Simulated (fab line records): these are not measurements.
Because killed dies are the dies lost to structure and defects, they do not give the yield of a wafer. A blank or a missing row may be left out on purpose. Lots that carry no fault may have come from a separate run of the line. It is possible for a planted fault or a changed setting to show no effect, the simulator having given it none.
Matching of chambers	flow n5 finfet	N5_HKMG_FIN_ALD_71 on ald metal-03: 4 sister chambers
The step deposits TiN, target thk 1 nm, pulse time 1 s, purge time 3 s. 8 wafers are shown with their chamber, then 10 later ones without.

WAFERS WITH THEIR CHAMBER
wafer	chamber	heater power w (W)	precursor pulse height rel
L082.1	0	892	0.982
L082.2	3	773	0.976
L085.6	1	758	0.998
L086.2	0	907	0.971
L086.4	3	754	0.971
L086.5	2	815	1.036
L088.1	2	830	0.978
L088.3	1	733	1.006

WAFERS WITH NO CHAMBER GIVEN
wafer	heater power w (W)	precursor pulse height rel
L088.4	888	0.967
L090.3	760	1.018
L090.4	761	0.971
L090.6	750	1.005
L094.2	814	1.010
L094.3	752	0.996
L094.6	811	0.986
L095.1	734	1.022
L095.3	892	0.974
L095.5	768	1.023

WHICH CHAMBER EACH WENT THROUGH
wafer	from the rows above	in truth
L088.4	0	0
L090.3	can't be placed: 1 or 3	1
L090.4	can't be placed: 3 or 1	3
L090.6	can't be placed: 1 or 3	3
L094.2	2	2
L094.3	can't be placed: 1 or 3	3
L094.6	2	2
L095.1	can't be placed: 1 or 3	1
L095.3	0	0
L095.5	can't be placed: 1 or 3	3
Correctly placed: 4 of 10. Can't be placed from these rows: 6 (the true chamber is among the candidates in 6). Placed wrongly: 0.
How it was worked out, from the rows above alone: a wafer's distance from a chamber is the root of the sum, over the readings, of the square of ((its reading less the chamber's mean) divided by the reading's scatter). If the next closest chamber is less than 2 further off than the closest, the wafer can't be placed; otherwise it belongs to the closest. For every chamber, the mean is computed from those of its wafers that are shown. How the scatter is found: for the shown wafers, subtract from each reading the mean of its chamber, square and add these, divide the total by (wafers less chambers), then take the root.
